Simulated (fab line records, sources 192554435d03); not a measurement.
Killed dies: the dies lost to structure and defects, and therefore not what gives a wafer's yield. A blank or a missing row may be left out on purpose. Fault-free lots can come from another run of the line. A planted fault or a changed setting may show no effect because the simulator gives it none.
Matching of chambers -- flow n5-finfet -- N5_GATE_CUT_ETCH_58 on rie-diel-03 has 4 sister chambers
The step etches SiNx in CH3F/O2, target depth 17 nm, time 128.6 s. 7 wafers are shown with their chamber, then 9 later ones without.

WAFERS WITH THEIR CHAMBER
wafer,chamber,oes-product-au (a.u.),throttle-valve-pct (%)
L085.6,3,0.94,16.27
L087.6,2,0.70,16.53
L088.2,2,0.70,16.55
L088.4,1,0.73,16.34
L090.1,1,0.75,16.34
L090.4,3,0.92,16.26
L090.6,0,0.99,15.99

WAFERS WITHOUT THEIR CHAMBER
wafer,oes-product-au (a.u.),throttle-valve-pct (%)
L091.1,0.98,16.00
L091.2,0.70,16.54
L091.4,0.75,16.35
L094.2,0.95,15.98
L094.4,0.90,16.26
L094.5,0.90,16.26
L096.1,0.94,16.02
L096.2,0.69,16.58
L096.4,0.73,16.36

EACH ONE'S CHAMBER
wafer,from the rows above,in truth
L091.1,0,0
L091.2,2,2
L091.4,1,1
L094.2,0,0
L094.4,3,3
L094.5,3,3
L096.1,0,0
L096.2,2,2
L096.4,1,1
Correctly placed: 9 of 9. Left unplaced by these rows: 0. Number placed wrongly: 0.
How it was worked out, from the rows above alone: a wafer's distance from a chamber is the root of the sum, over the readings, of the square of ((its reading less the chamber's mean) divided by the reading's scatter). If the next closest chamber is less than 2 further off than the closest, the wafer can't be placed; otherwise it belongs to the closest. A chamber's mean is the mean of its shown wafers. The scatter is the square root of a quotient: the sum, over the shown wafers, of each reading's squared deviation from its chamber's mean, divided by wafers minus chambers.
